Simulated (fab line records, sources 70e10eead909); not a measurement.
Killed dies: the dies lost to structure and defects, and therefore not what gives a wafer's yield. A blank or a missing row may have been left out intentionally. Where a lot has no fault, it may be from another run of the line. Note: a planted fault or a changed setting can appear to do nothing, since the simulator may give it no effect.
Struck lot and sound lot, side by side ; flow nandHarc ; 40 steps out of a route of 1159
Sound: these wafers, L234.1, L234.2, L234.5. Wafers L249.1, L249.4, L249.5 were the ones struck. Last of all comes the cause.
Each step with rows lists, per side, the tool, then ch with its chambers, then its first start. Under that, the readings that differ: sound wafers ; struck wafers ; difference of the means ; sigmas: that difference in standard deviations of wafers without a fault.
alike: same words and numbers on both sides, and readings whose means sit less than 2 such deviations apart. not compared: any withheld reading, any reading some wafer has no value for, any bound like >300 that may hide the same value, and any number with overlapping values for which the record gives no deviation.
The two part at a step that has a row with sigmas, a row that says differs or no value, or rows on one side only. When numbers do not overlap yet have no deviation, they are printed without sigmas and do not part them. Lack of a reading on every wafer of one side parts them only where that side has two or more wafers.

NHARC_A_STAIRCASE_DEP_259: deposits SiON, target thk 30 nm.
  sound on pecvd-03 ch 0,2, day 13 21:34; struck on pecvd-03 ch 0,1, day 17 06:23
  alike: heaterPowerW, showerheadVppV
then, 9 steps without rows for these wafers: NHARC_A_STAIRCASE_DEHYDRATE_281 (time 120 s); NHARC_A_STAIRCASE_HMDS_282 (time 30 s); NHARC_A_STAIRCASE_COAT_283; NHARC_A_STAIRCASE_SOFTBAKE_284 (time 170 s); NHARC_A_STAIRCASE_EBR_285; NHARC_A_STAIRCASE_EXPOSE_286 (exposes mask CHOP 100); NHARC_A_STAIRCASE_PEB_287 (peb time 130 s); NHARC_A_STAIRCASE_DEVELOP_288 (time 140 s); NHARC_A_STAIRCASE_HARDBAKE_290 (time 140 s).
NHARC_A_STAIRCASE_DESCUM_291: chemistry O2, time 3 s.
  sound on rieDiel-04 ch 0,1,3, day 13 22:26; struck on rieDiel-12 ch 0,3, day 17 07:11
  alike: drypumpMotorCurrentA, oesProductAu, rfVppV, showerheadPlenumPTorr, throttleValvePct
  not compared: rfHoursCounterH
NHARC_A_STAIRCASE_ETCH_292: etches the open film in CF4/CHF3.
  sound on rieDiel-04 ch 0,1, day 13 22:30; struck on rieDiel-12 ch 1,2,3, day 17 07:22
  alike: drypumpMotorCurrentA, oesProductAu, rfVppV, showerheadPlenumPTorr, throttleValvePct
  not compared: rfHoursCounterH
then, 2 steps without rows for these wafers: NHARC_A_STAIRCASE_HM_OPEN_460 (chemistry O2/COS); NHARC_A_STAIRCASE_STRIP_461 (strips in O2/COS).
NHARC_A_STAIRCASE_ETCH_452: etches the open film in CF4/O2, target depth 30 nm, overetch 3 nm, time 16.5 s.
  sound: rieDiel-04 ch 1,3; struck: rieDiel-12 ch 1,2
  alike: drypumpMotorCurrentA, oesProductAu, rfVppV, showerheadPlenumPTorr, throttleValvePct
  not compared: rfHoursCounterH
then, 5 steps without rows for these wafers: NHARC_A_STAIRCASE_ETCH_294 (etches the open film in C4F8/O2/Ar, target depth 4992 nm, time 1212.4 s); NHARC_A_STAIRCASE_STRIP_295 (strips in O2); NHARC_A_STAIRCASE_STRIP_296 (strips in SPM, time 900 s); NHARC_A_STAIRCASE_PRECLEAN_297 (cleans in SC1); NHARC_A_STAIRCASE_SRD_298.
NHARC_A_STAIRCASE_HM_DEP_462: deposits aC, target thk 800 nm.
  sound on aclDep-01 ch 0, day 14 00:44; struck on aclDep-01 ch 0, day 17 10:05
  alike: throttleValvePct
then, 14 steps without rows for these wafers: NHARC_A_STAIRCASE_DEP_301 (deposits SiON, target thk 30 nm); NHARC_A_STAIRCASE_DEHYDRATE_302 (time 120 s); NHARC_A_STAIRCASE_HMDS_303 (time 30 s); NHARC_A_STAIRCASE_COAT_304; NHARC_A_STAIRCASE_SOFTBAKE_305 (time 170 s); NHARC_A_STAIRCASE_EBR_306; NHARC_A_STAIRCASE_EXPOSE_307 (exposes mask CHOP 50); NHARC_A_STAIRCASE_PEB_308 (peb time 130 s); NHARC_A_STAIRCASE_DEVELOP_309 (time 140 s); NHARC_A_STAIRCASE_HARDBAKE_311 (time 140 s); NHARC_A_STAIRCASE_DESCUM_312 (chemistry O2, time 3 s); NHARC_A_STAIRCASE_ETCH_313 (etches the open film in CF4/CHF3); NHARC_A_STAIRCASE_HM_OPEN_463 (chemistry O2/COS); NHARC_A_STAIRCASE_STRIP_464 (strips in O2/COS).
NHARC_A_STAIRCASE_ETCH_453: etches the open film in CF4/O2, target depth 30 nm, overetch 3 nm, time 16.5 s.
  sound: rieDiel-04 ch 0,1,3; struck: rieDiel-04 ch 1,2
  alike: drypumpMotorCurrentA, oesProductAu, rfVppV, showerheadPlenumPTorr, throttleValvePct
  not compared: rfHoursCounterH
then, 3 steps without rows for these wafers: NHARC_A_STAIRCASE_ETCH_315 (etches the open film in C4F8/O2/Ar, target depth 2500 nm, time 607.1 s); NHARC_A_STAIRCASE_STRIP_316 (strips in O2); NHARC_A_STAIRCASE_STRIP_317 (strips in SPM, time 900 s).
-- the record jumps here: 8 days lie between the struck wafers' starts before and after (it left off in module A_STAIRCASE and takes up again in module END, whose first step shown is number 1159 of the route) --
NHARC_END_SORT_01:
  here the record holds rows for the struck wafers (prober-02 ch 0, day 25 02:24) but none for the sound ones

== WHERE THEY PART ==
Only at NHARC_END_SORT_01, as far as this record shows.

WHY: the cause the simulator had injected
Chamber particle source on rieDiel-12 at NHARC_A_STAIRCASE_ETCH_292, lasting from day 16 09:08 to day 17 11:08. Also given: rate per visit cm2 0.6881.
